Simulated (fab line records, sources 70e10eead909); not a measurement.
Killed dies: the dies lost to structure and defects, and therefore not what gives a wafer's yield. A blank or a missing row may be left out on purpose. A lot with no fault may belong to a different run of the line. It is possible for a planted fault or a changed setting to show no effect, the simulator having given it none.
What tool caused it? + flow nand_harc + Sampling: 24 lots, 72 wafers, 6 of 1302 route steps

== WHAT THE GAUGES SHOWED, per wafer ==
NHARC_A_SGD_CUT_THK_MEAS_22: measures by ellipsometry. Usual: thk_nm reads 148.0 nm (standard deviation 1.5).
| lot  | measured     | on            | thk_nm (nm)       | flag |
|------|--------------|---------------|-------------------|------|
| L074 | day 19 00:47 | film_metro-01 | 149.1 149.0 147.7 |      |
| L076 | day 20 06:51 | film_metro-01 | 147.3 146.8 146.9 |      |
| L075 | day 20 06:51 | film_metro-02 | 148.0 146.7 148.5 |      |
| L077 | day 20 16:17 | film_metro-01 | 145.9 148.1 147.1 |      |
| L078 | day 21 03:09 | film_metro-02 | 145.8 147.6 150.0 |      |
| L079 | day 21 21:32 | film_metro-02 | 147.0 147.1 146.1 |      |
| L080 | day 22 03:53 | film_metro-02 | 148.3 148.4 149.0 |      |
| L081 | day 22 18:37 | film_metro-01 | 149.1 144.8 149.5 |      |
| L082 | day 22 18:37 | film_metro-02 | 147.2 147.6 150.9 |      |
| L083 | day 23 14:44 | film_metro-02 | 148.3 150.4 149.7 |      |
| L086 | day 24 02:35 | film_metro-01 | 147.3 146.7 149.3 |      |
| L085 | day 24 02:34 | film_metro-02 | 146.3 149.7 148.7 |      |
| L084 | day 24 02:35 | film_metro-02 | 149.2 148.3 148.8 |      |
| L087 | day 24 23:16 | film_metro-01 | 146.4 145.1 148.0 |      |
| L088 | day 25 12:43 | film_metro-01 | 148.6 146.7 149.1 |      |
| L089 | day 25 17:59 | film_metro-02 | 146.7 149.7 146.1 |      |
| L090 | day 25 17:59 | film_metro-01 | 147.4 148.7 146.4 |      |
| L092 | day 27 08:36 | film_metro-02 | 148.5 147.0 150.1 |      |
| L091 | day 27 08:35 | film_metro-01 | 147.4 148.7 147.3 |      |
| L093 | day 27 20:08 | film_metro-01 | 147.6 150.0 147.7 |      |
| L094 | day 28 00:50 | film_metro-02 | 146.1 149.2 146.7 |      |
| L095 | day 28 18:35 | film_metro-01 | 146.3 146.3 147.6 |      |
| L096 | day 29 06:20 | film_metro-02 | 146.6 146.9 147.5 |      |
| L097 | day 29 06:29 | film_metro-02 | 148.3 147.9 144.8 |      |

== TOOL THAT RAN EACH LOT (tool first, then ch and the chambers of the sampled wafers, then the start) ==
| lot  | NHARC_A_STAIRCASE_TRIM_220         | NHARC_A_STAIRCASE_TRIM_222                    | NHARC_A_STAIRCASE_TRIM_235                    | NHARC_A_STAIRCASE_ETCH_294                    | NHARC_A_STAIRCASE_CMP_152     |
|------|------------------------------------|-----------------------------------------------|-----------------------------------------------|-----------------------------------------------|-------------------------------|
| L074 | rie_diel-01 ch 1,2, day 15 15:39   | rie_diel-01 ch 2,3, day 18 15:17 or earlier   | rie_diel-07 ch 0,3, day 18 15:17 or earlier   | rie_diel-04 ch 0,2, day 18 15:17 or earlier   | cmp-01 ch 0,1,2, day 18 15:17 |
| L076 | rie_diel-04 ch 0,2,3, day 16 12:51 | rie_diel-04 ch 0,2,3, day 19 18:49 or earlier | rie_diel-01 ch 0,2,3, day 19 18:49 or earlier | rie_diel-04 ch 0,1,3, day 19 18:49 or earlier | cmp-01 ch 2,3, day 19 18:49   |
| L075 | rie_diel-04 ch 0,1, day 16 14:43   | rie_diel-04 ch 0,1,3, day 19 18:40 or earlier | rie_diel-07 ch 0,1,2, day 19 18:40 or earlier | rie_diel-04 ch 2,3, day 19 18:40 or earlier   | cmp-04 ch 1,2, day 19 18:40   |
| L077 | rie_diel-01 ch 0,2, day 17 08:18   | rie_diel-01 ch 0,3, day 20 07:25 or earlier   | rie_diel-01 ch 0,1,2, day 20 07:25 or earlier | rie_diel-01 ch 0,2,3, day 20 07:25 or earlier | cmp-02 ch 1,3, day 20 07:25   |
| L078 | rie_diel-01 ch 0,2,3, day 17 14:59 | rie_diel-01 ch 0,2,3, day 20 17:40 or earlier | rie_diel-01 ch 0,1,3, day 20 17:40 or earlier | rie_diel-04 ch 0,2,3, day 20 17:40 or earlier | cmp-01 ch 0,1, day 20 17:40   |
| L079 | rie_diel-07 ch 1,2,3, day 18 14:29 | rie_diel-07 ch 0,2,3, day 21 12:59 or earlier | rie_diel-04 ch 0,1, day 21 12:59 or earlier   | rie_diel-01 ch 1,2, day 21 12:59 or earlier   | cmp-01 ch 1,2,3, day 21 12:59 |
| L080 | rie_diel-01 ch 0,1, day 18 15:37   | rie_diel-01 ch 0,1,3, day 21 18:29 or earlier | rie_diel-07 ch 2,3, day 21 18:29 or earlier   | rie_diel-01 ch 0,2,3, day 21 18:29 or earlier | cmp-01 ch 1,3, day 21 18:29   |
| L081 | rie_diel-04 ch 0,2,3, day 19 13:52 | rie_diel-04 ch 1,2, day 22 09:37 or earlier   | rie_diel-04 ch 1,2, day 22 09:37 or earlier   | rie_diel-01 ch 0,2, day 22 09:37 or earlier   | cmp-02 ch 0,2,3, day 22 09:37 |
| L082 | rie_diel-04 ch 0,1,2, day 19 14:20 | rie_diel-04 ch 0,1,2, day 22 09:55 or earlier | rie_diel-04 ch 0,1,3, day 22 09:55 or earlier | rie_diel-07 ch 0,1,2, day 22 09:55 or earlier | cmp-04 ch 0,1,3, day 22 09:55 |
| L083 | rie_diel-07 ch 1,2,3, day 20 04:19 | rie_diel-07 ch 0,2,3, day 23 06:06 or earlier | rie_diel-04 ch 0,2, day 23 06:06 or earlier   | rie_diel-01 ch 0,1,3, day 23 06:06 or earlier | cmp-01 ch 0,2,3, day 23 06:06 |
| L086 | rie_diel-07 ch 2,3, day 20 13:34   | rie_diel-07 ch 0,3, day 23 20:21 or earlier   | rie_diel-01 ch 1,2,3, day 23 20:21 or earlier | rie_diel-07 ch 0,2, day 23 20:21 or earlier   | cmp-04 ch 0,2,3, day 23 20:21 |
| L085 | rie_diel-04 ch 0,2,3, day 20 14:10 | rie_diel-04 ch 0,1,2, day 23 17:41 or earlier | rie_diel-01 ch 0,1,3, day 23 17:41 or earlier | rie_diel-07 ch 0,1, day 23 17:41 or earlier   | cmp-04 ch 1,3, day 23 17:41   |
| L084 | rie_diel-04 ch 0,1,2, day 20 18:45 | rie_diel-04 ch 0,3, day 23 18:07 or earlier   | rie_diel-04 ch 0,1,2, day 23 18:07 or earlier | rie_diel-07 ch 1,2,3, day 23 18:07 or earlier | cmp-01 ch 0,1,2, day 23 18:07 |
| L087 | rie_diel-04 ch 0,1,3, day 21 01:46 | rie_diel-04 ch 0,1,2, day 24 12:42 or earlier | rie_diel-04 ch 0,3, day 24 12:42 or earlier   | rie_diel-01 ch 1,2,3, day 24 12:42 or earlier | cmp-01 ch 0,1,2, day 24 12:42 |
| L088 | rie_diel-01 ch 1,2,3, day 22 00:03 | rie_diel-01 ch 0,3, day 25 00:48 or earlier   | rie_diel-04 ch 0,3, day 25 00:48 or earlier   | rie_diel-04 ch 1,2,3, day 25 00:48 or earlier | cmp-02 ch 1,2,3, day 25 00:48 |
| L089 | rie_diel-07 ch 1,2,3, day 22 14:20 | rie_diel-07 ch 0,2,3, day 25 08:58 or earlier | rie_diel-07 ch 0,1,2, day 25 08:58 or earlier | rie_diel-01 ch 0,1,2, day 25 08:58 or earlier | cmp-02 ch 0,1,2, day 25 08:58 |
| L090 | rie_diel-01 ch 1,3, day 22 15:07   | rie_diel-01 ch 0,3, day 25 11:52 or earlier   | rie_diel-01 ch 0,1,2, day 25 11:52 or earlier | rie_diel-07 ch 0,2,3, day 25 11:52 or earlier | cmp-02 ch 0,3, day 25 11:52   |
| L092 | rie_diel-01 ch 0,2,3, day 23 21:41 | rie_diel-01 ch 1,2,3, day 26 23:47 or earlier | rie_diel-01 ch 1,2,3, day 26 23:47 or earlier | rie_diel-01 ch 0,1,2, day 26 23:47 or earlier | cmp-01 ch 1,2,3, day 26 23:47 |
| L091 | rie_diel-04 ch 1,2,3, day 23 22:43 | rie_diel-04 ch 1,2, day 26 23:39 or earlier   | rie_diel-04 ch 1,2, day 26 23:39 or earlier   | rie_diel-04 ch 0,2,3, day 26 23:39 or earlier | cmp-02 ch 2,3, day 26 23:39   |
| L093 | rie_diel-04 ch 1,2, day 24 08:06   | rie_diel-04 ch 1,2, day 27 11:14 or earlier   | rie_diel-07 ch 0,1,2, day 27 11:14 or earlier | rie_diel-01 ch 0,1,3, day 27 11:14 or earlier | cmp-01 ch 1,3, day 27 11:14   |
| L094 | rie_diel-04 ch 1,3, day 24 09:15   | rie_diel-04 ch 1,3, day 27 15:46 or earlier   | rie_diel-04 ch 1,3, day 27 15:46 or earlier   | rie_diel-04 ch 1,2, day 27 15:46 or earlier   | cmp-01 ch 0,1,2, day 27 15:46 |
| L095 | rie_diel-01 ch 0,3, day 25 04:02   | rie_diel-01 ch 0,3, day 28 09:53 or earlier   | rie_diel-01 ch 0,1, day 28 09:53 or earlier   | rie_diel-07 ch 0,1,2, day 28 09:53 or earlier | cmp-01 ch 0,1,3, day 28 09:53 |
| L096 | rie_diel-04 ch 1,2, day 25 11:26   | rie_diel-04 ch 1,2, day 28 17:58 or earlier   | rie_diel-07 ch 0,1,2, day 28 17:58 or earlier | rie_diel-04 ch 0,2, day 28 17:58 or earlier   | cmp-02 ch 0,3, day 28 17:58   |
| L097 | rie_diel-07 ch 0,1,3, day 25 12:11 | rie_diel-07 ch 1,2,3, day 28 17:46 or earlier | rie_diel-04 ch 0,2, day 28 17:46 or earlier   | rie_diel-07 ch 1,2,3, day 28 17:46 or earlier | cmp-04 ch 0,1,3, day 28 17:46 |
- NHARC_A_STAIRCASE_TRIM_220: chemistry O2, time 211.2 s.
- NHARC_A_STAIRCASE_TRIM_222: chemistry O2, time 211.2 s.
- NHARC_A_STAIRCASE_TRIM_235: chemistry O2, time 211.2 s.
- NHARC_A_STAIRCASE_ETCH_294: etches the open film in C4F8/O2/Ar, target depth 4989 nm, time 1211.6 s.
- NHARC_A_STAIRCASE_CMP_152: polishes.

== WHAT THE TOOLS THEMSELVES READ (means of the sampled wafers that have a number; where no wafer has one, the mark that the record gives instead) ==
NHARC_A_STAIRCASE_TRIM_220. Usual: drypump_motor_current_A 5.7 A, standard deviation 0.31; oes_product_au 1.001 a.u., standard deviation 0.011; rf_vpp_V 57.8 V, standard deviation 0.89; showerhead_plenum_p_Torr 3.56 Torr, standard deviation 0.13; throttle_valve_pct 17.037 %, standard deviation 0.0085.
| lot  | tool        | drypump_motor_current_A (A) | oes_product_au (a.u.) | rf_vpp_V (V) | showerhead_plenum_p_Torr (Torr) | throttle_valve_pct (%) | flag |
|------|-------------|-----------------------------|-----------------------|--------------|---------------------------------|------------------------|------|
| L074 | rie_diel-01 | 6.1                         | 1.011                 | 57.4         | 3.38                            | 17.038                 |      |
| L076 | rie_diel-04 | 5.7                         | 1.004                 | 57.3         | 3.64                            | 17.033                 |      |
| L075 | rie_diel-04 | 5.7                         | 0.997                 | 58.5         | 3.73                            | 17.037                 |      |
| L077 | rie_diel-01 | 5.7                         | 1.017                 | 57.9         | 3.46                            | 17.038                 |      |
| L078 | rie_diel-01 | 5.9                         | 1.009                 | 57.9         | 3.50                            | 17.037                 |      |
| L079 | rie_diel-07 | 5.5                         | 0.998                 | 58.0         | 3.64                            | 17.034                 |      |
| L080 | rie_diel-01 | 6.1                         | 1.004                 | 57.0         | 3.33                            | 17.034                 |      |
| L081 | rie_diel-04 | 5.7                         | 0.996                 | 58.3         | 3.63                            | 17.034                 |      |
| L082 | rie_diel-04 | 5.6                         | 0.994                 | 58.3         | 3.67                            | 17.039                 |      |
| L083 | rie_diel-07 | 5.5                         | 1.000                 | 57.8         | 3.63                            | 17.034                 |      |
| L086 | rie_diel-07 | 5.3                         | 0.982                 | 57.9         | 3.62                            | 17.037                 |      |
| L085 | rie_diel-04 | 5.7                         | 0.998                 | 57.8         | 3.62                            | 17.036                 |      |
| L084 | rie_diel-04 | 5.7                         | 0.991                 | 58.0         | 3.66                            | 17.042                 |      |
| L087 | rie_diel-04 | 5.7                         | 1.008                 | 58.4         | 3.66                            | 17.035                 |      |
| L088 | rie_diel-01 | 6.1                         | 1.008                 | 57.3         | 3.44                            | 17.042                 |      |
| L089 | rie_diel-07 | 5.4                         | 1.000                 | 57.8         | 3.62                            | 17.035                 |      |
| L090 | rie_diel-01 | 6.3                         | 1.001                 | 57.7         | 3.43                            | 17.043                 |      |
| L092 | rie_diel-01 | 5.9                         | 1.010                 | 57.7         | 3.47                            | 17.031                 |      |
| L091 | rie_diel-04 | 5.6                         | 0.992                 | 58.3         | 3.60                            | 17.029                 |      |
| L093 | rie_diel-04 | 5.6                         | 0.988                 | 58.6         | 3.63                            | 17.041                 |      |
| L094 | rie_diel-04 | 5.6                         | 0.992                 | 58.2         | 3.64                            | 17.037                 |      |
| L095 | rie_diel-01 | 6.1                         | 1.015                 | 57.5         | 3.46                            | 17.039                 |      |
| L096 | rie_diel-04 | 5.6                         | 0.991                 | 57.4         | 3.58                            | 17.044                 |      |
| L097 | rie_diel-07 | 5.5                         | 0.999                 | 58.4         | 3.68                            | 17.042                 |      |

NHARC_A_STAIRCASE_TRIM_222. Usual: drypump_motor_current_A 5.7 A, standard deviation 0.32; oes_product_au 1.001 a.u., standard deviation 0.012; rf_vpp_V 57.9 V, standard deviation 0.86; showerhead_plenum_p_Torr 3.56 Torr, standard deviation 0.13; throttle_valve_pct 17.036 %, standard deviation 0.0093.
| lot  | tool        | drypump_motor_current_A (A) | oes_product_au (a.u.) | rf_vpp_V (V) | showerhead_plenum_p_Torr (Torr) | throttle_valve_pct (%) | flag |
|------|-------------|-----------------------------|-----------------------|--------------|---------------------------------|------------------------|------|
| L074 | rie_diel-01 | 5.9                         | 0.999                 | 58.0         | 3.54                            | 17.041                 |      |
| L076 | rie_diel-04 | 5.7                         | 1.002                 | 58.5         | 3.64                            | 17.030                 |      |
| L075 | rie_diel-04 | 5.6                         | 1.006                 | 58.8         | 3.68                            | 17.037                 |      |
| L077 | rie_diel-01 | 5.9                         | 1.016                 | 58.3         | 3.46                            | 17.044                 |      |
| L078 | rie_diel-01 | 5.9                         | 1.022                 | 58.4         | 3.50                            | 17.034                 |      |
| L079 | rie_diel-07 | 5.2                         | 0.998                 | 57.3         | 3.59                            | 17.034                 |      |
| L080 | rie_diel-01 | 6.1                         | 1.013                 | 57.3         | 3.41                            | 17.042                 |      |
| L081 | rie_diel-04 | 5.6                         | 0.994                 | 57.7         | 3.61                            | 17.043                 |      |
| L082 | rie_diel-04 | 5.7                         | 0.993                 | 58.8         | 3.67                            | 17.038                 |      |
| L083 | rie_diel-07 | 5.2                         | 1.003                 | 58.0         | 3.58                            | 17.034                 |      |
| L086 | rie_diel-07 | 5.3                         | 0.995                 | 58.0         | 3.66                            | 17.034                 |      |
| L085 | rie_diel-04 | 5.7                         | 0.995                 | 57.8         | 3.66                            | 17.038                 |      |
| L084 | rie_diel-04 | 5.7                         | 1.009                 | 56.8         | 3.67                            | 17.029                 |      |
| L087 | rie_diel-04 | 5.7                         | 0.997                 | 58.2         | 3.66                            | 17.033                 |      |
| L088 | rie_diel-01 | 5.9                         | 1.015                 | 57.5         | 3.44                            | 17.032                 |      |
| L089 | rie_diel-07 | 5.3                         | 1.003                 | 57.2         | 3.58                            | 17.044                 |      |
| L090 | rie_diel-01 | 5.9                         | 1.006                 | 58.0         | 3.44                            | 17.025                 |      |
| L092 | rie_diel-01 | 6.1                         | 0.996                 | 57.8         | 3.43                            | 17.035                 |      |
| L091 | rie_diel-04 | 5.6                         | 0.990                 | 58.2         | 3.59                            | 17.034                 |      |
| L093 | rie_diel-04 | 5.5                         | 0.988                 | 57.8         | 3.63                            | 17.028                 |      |
| L094 | rie_diel-04 | 5.6                         | 1.008                 | 57.4         | 3.60                            | 17.030                 |      |
| L095 | rie_diel-01 | 6.1                         | 1.016                 | 57.7         | 3.46                            | 17.038                 |      |
| L096 | rie_diel-04 | 5.6                         | 0.990                 | 57.6         | 3.58                            | 17.049                 |      |
| L097 | rie_diel-07 | 5.5                         | 0.994                 | 57.6         | 3.61                            | 17.034                 |      |

NHARC_A_STAIRCASE_TRIM_235. Usual: drypump_motor_current_A 5.7 A, standard deviation 0.33; oes_product_au 1.002 a.u., standard deviation 0.01; rf_vpp_V 57.9 V, standard deviation 0.91; showerhead_plenum_p_Torr 3.57 Torr, standard deviation 0.14; throttle_valve_pct 17.036 %, standard deviation 0.0093.
| lot  | tool        | drypump_motor_current_A (A) | oes_product_au (a.u.) | rf_vpp_V (V) | showerhead_plenum_p_Torr (Torr) | throttle_valve_pct (%) | flag |
|------|-------------|-----------------------------|-----------------------|--------------|---------------------------------|------------------------|------|
| L074 | rie_diel-07 | 5.3                         | 1.008                 | 58.1         | 3.68                            | 17.034                 |      |
| L076 | rie_diel-01 | 5.9                         | 1.010                 | 57.0         | 3.50                            | 17.039                 |      |
| L075 | rie_diel-07 | 5.4                         | 1.003                 | 58.6         | 3.60                            | 17.036                 |      |
| L077 | rie_diel-01 | 5.9                         | 1.004                 | 58.1         | 3.42                            | 17.032                 |      |
| L078 | rie_diel-01 | 6.1                         | 1.010                 | 57.2         | 3.42                            | 17.034                 |      |
| L079 | rie_diel-04 | 5.7                         | 1.003                 | 57.1         | 3.72                            | 17.043                 |      |
| L080 | rie_diel-07 | 5.3                         | 0.992                 | 57.8         | 3.52                            | 17.033                 |      |
| L081 | rie_diel-04 | 5.6                         | 0.991                 | 57.9         | 3.66                            | 17.032                 |      |
| L082 | rie_diel-04 | 5.6                         | 0.996                 | 57.7         | 3.67                            | 17.034                 |      |
| L083 | rie_diel-04 | 5.7                         | 0.991                 | 57.8         | 3.62                            | 17.043                 |      |
| L086 | rie_diel-01 | 6.1                         | 1.004                 | 57.2         | 3.44                            | 17.031                 |      |
| L085 | rie_diel-01 | 6.1                         | 1.005                 | 57.7         | 3.40                            | 17.032                 |      |
| L084 | rie_diel-04 | 5.7                         | 1.003                 | 58.5         | 3.66                            | 17.034                 |      |
| L087 | rie_diel-04 | 5.7                         | 0.994                 | 58.2         | 3.62                            | 17.037                 |      |
| L088 | rie_diel-04 | 5.7                         | 1.004                 | 58.1         | 3.62                            | 17.040                 |      |
| L089 | rie_diel-07 | 5.4                         | 1.003                 | 58.0         | 3.58                            | 17.033                 |      |
| L090 | rie_diel-01 | 5.9                         | 1.012                 | 58.0         | 3.40                            | 17.034                 |      |
| L092 | rie_diel-01 | 6.1                         | 0.997                 | 57.3         | 3.43                            | 17.034                 |      |
| L091 | rie_diel-04 | 5.5                         | 0.994                 | 57.7         | 3.64                            | 17.039                 |      |
| L093 | rie_diel-07 | 5.4                         | 1.005                 | 58.2         | 3.58                            | 17.041                 |      |
| L094 | rie_diel-04 | 5.5                         | 0.997                 | 58.2         | 3.63                            | 17.040                 |      |
| L095 | rie_diel-01 | 6.1                         | 1.003                 | 57.3         | 3.66                            | 17.047                 |      |
| L096 | rie_diel-07 | 5.4                         | 1.005                 | 57.3         | 3.57                            | 17.030                 |      |
| L097 | rie_diel-04 | 5.7                         | 0.998                 | 58.3         | 3.65                            | 17.034                 |      |

NHARC_A_STAIRCASE_ETCH_294. Usual: oes_product_au 0.932 a.u., standard deviation 0.011; rf_vpp_V 1830 V, standard deviation 11.
| lot  | tool        | oes_product_au (a.u.) | rf_vpp_V (V) | flag |
|------|-------------|-----------------------|--------------|------|
| L074 | rie_diel-04 | 0.933                 | 1834         |      |
| L076 | rie_diel-04 | 0.926                 | 1838         |      |
| L075 | rie_diel-04 | 0.928                 | 1831         |      |
| L077 | rie_diel-01 | 0.929                 | 1824         |      |
| L078 | rie_diel-04 | 0.930                 | 1835         |      |
| L079 | rie_diel-01 | 0.930                 | 1815         |      |
| L080 | rie_diel-01 | 0.933                 | 1824         |      |
| L081 | rie_diel-01 | 0.929                 | 1824         |      |
| L082 | rie_diel-07 | 0.924                 | 1832         |      |
| L083 | rie_diel-01 | 0.935                 | 1818         |      |
| L086 | rie_diel-07 | 0.951                 | 1827         |      |
| L085 | rie_diel-07 | 0.937                 | 1840         |      |
| L084 | rie_diel-07 | 0.943                 | 1832         |      |
| L087 | rie_diel-01 | 0.927                 | 1820         |      |
| L088 | rie_diel-04 | 0.930                 | 1832         |      |
| L089 | rie_diel-01 | 0.940                 | 1817         |      |
| L090 | rie_diel-07 | 0.913                 | 1830         |      |
| L092 | rie_diel-01 | 0.951                 | 1829         |      |
| L091 | rie_diel-04 | 0.930                 | 1832         |      |
| L093 | rie_diel-01 | 0.936                 | 1829         |      |
| L094 | rie_diel-04 | 0.916                 | 1834         |      |
| L095 | rie_diel-07 | 0.935                 | 1828         |      |
| L096 | rie_diel-04 | 0.919                 | 1832         |      |
| L097 | rie_diel-07 | 0.936                 | 1833         |      |

NHARC_A_STAIRCASE_CMP_152. Usual: edge_zone_pressure_frac 1.000, standard deviation 0.0049; motor_current_A 12.3 A, standard deviation 1.1.
| lot  | tool   | edge_zone_pressure_frac | motor_current_A (A) | flag |
|------|--------|-------------------------|---------------------|------|
| L074 | cmp-01 | 1.002                   | 12.1                |      |
| L076 | cmp-01 | 1.003                   | 12.1                |      |
| L075 | cmp-04 | 1.004                   | 10.8                |      |
| L077 | cmp-02 | 1.004                   | 13.0                |      |
| L078 | cmp-01 | 1.003                   | 12.0                |      |
| L079 | cmp-01 | 1.002                   | 12.2                |      |
| L080 | cmp-01 | 0.999                   | 11.9                |      |
| L081 | cmp-02 | 0.996                   | 13.0                |      |
| L082 | cmp-04 | 0.998                   | 12.2                |      |
| L083 | cmp-01 | 0.994                   | 12.1                |      |
| L086 | cmp-04 | 1.003                   | 12.3                |      |
| L085 | cmp-04 | 0.998                   | 12.2                |      |
| L084 | cmp-01 | 0.997                   | 11.9                |      |
| L087 | cmp-01 | 0.998                   | 12.0                |      |
| L088 | cmp-02 | 0.995                   | 12.9                |      |
| L089 | cmp-02 | 1.001                   | 11.8                |      |
| L090 | cmp-02 | 1.000                   | 14.7                |      |
| L092 | cmp-01 | 0.998                   | 12.3                |      |
| L091 | cmp-02 | 1.000                   | 14.0                |      |
| L093 | cmp-01 | 1.000                   | 13.0                |      |
| L094 | cmp-01 | 1.000                   | 12.0                |      |
| L095 | cmp-01 | 1.001                   | 12.2                |      |
| L096 | cmp-02 | 1.004                   | 14.3                |      |
| L097 | cmp-04 | 1.000                   | 12.6                |      |

== THE ANSWER, worked out from the rows above alone ==
Rule: take the mean of a lot's wafers that have a number; if it is more than 3 standard deviations from the usual mean, the lot is off. A lot without any number at a reading at which 4 lots or more have one is off too. The other lots that the step has rows for count as sound. The gauges are gone through in route order, then the tools' own readings, and for those a lot's mean is taken as printed above. The first step at which some lot is off is used, and at that step the reading that is off furthest; a lot without a number counts as furthest.
None of the lots is off at any reading shown; this tells nothing.

== WHAT HAD BEEN PUT IN BY THE SIMULATOR ==
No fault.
